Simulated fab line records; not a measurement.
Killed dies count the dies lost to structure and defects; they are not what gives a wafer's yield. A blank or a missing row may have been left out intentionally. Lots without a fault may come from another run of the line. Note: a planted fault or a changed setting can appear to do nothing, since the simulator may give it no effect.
Matching of chambers -- flow nand harc -- 4 sister chambers for NHARC_P_CONTACT_ALD_22 on ald metal-02
The step deposits TiN, target thk 3 nm, pulse time 1 s, ald cycles 150. 8 wafers are shown with their chamber, then 10 later ones without.

== WAFERS, EACH WITH ITS CHAMBER ==
wafer,chamber,heater power w (W),precursor pulse height rel
L076.6,2,981,1.014
L082.5,3,956,0.992
L084.2,3,946,1.010
L086.1,1,1014,0.986
L086.4,0,1082,0.999
L086.5,2,943,1.000
L089.1,0,1115,0.998
L089.3,1,1022,1.012

== WAFERS WITH NO CHAMBER GIVEN ==
wafer,heater power w (W),precursor pulse height rel
L089.5,1004,1.012
L090.3,988,1.004
L090.4,1138,1.014
L090.5,1136,0.996
L094.1,991,0.979
L094.3,1003,0.979
L094.4,1134,0.990
L097.1,1161,0.952
L097.2,971,0.996
L097.4,975,0.943

== EACH ONE'S CHAMBER ==
wafer,from the rows above,in truth
L089.5,can't be placed: 1 or 2 or 3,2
L090.3,can't be placed: 2 or 1 or 3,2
L090.4,0,0
L090.5,0,0
L094.1,can't be placed: 1 or 2 or 3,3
L094.3,can't be placed: 1 or 2 or 3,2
L094.4,0,0
L097.1,0,0
L097.2,can't be placed: 2 or 3 or 1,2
L097.4,can't be placed: 3 or 1 or 2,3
Placed correctly: 4 of 10. Cannot be placed on the basis of these rows: 6; the candidates contain the true chamber in 6. Number placed wrongly: 0.
How it was worked out, from the rows above alone: a wafer's distance from a chamber is the root of the sum, over the readings, of the square of ((its reading less the chamber's mean) divided by the reading's scatter). The wafer belongs to the nearest chamber; if the next one is less than 2 further off, it can't be placed. A chamber's mean is the mean of its shown wafers. The scatter: take each reading less its chamber's mean, square it, sum over the shown wafers, divide by the number of wafers less the number of chambers, and take the root.
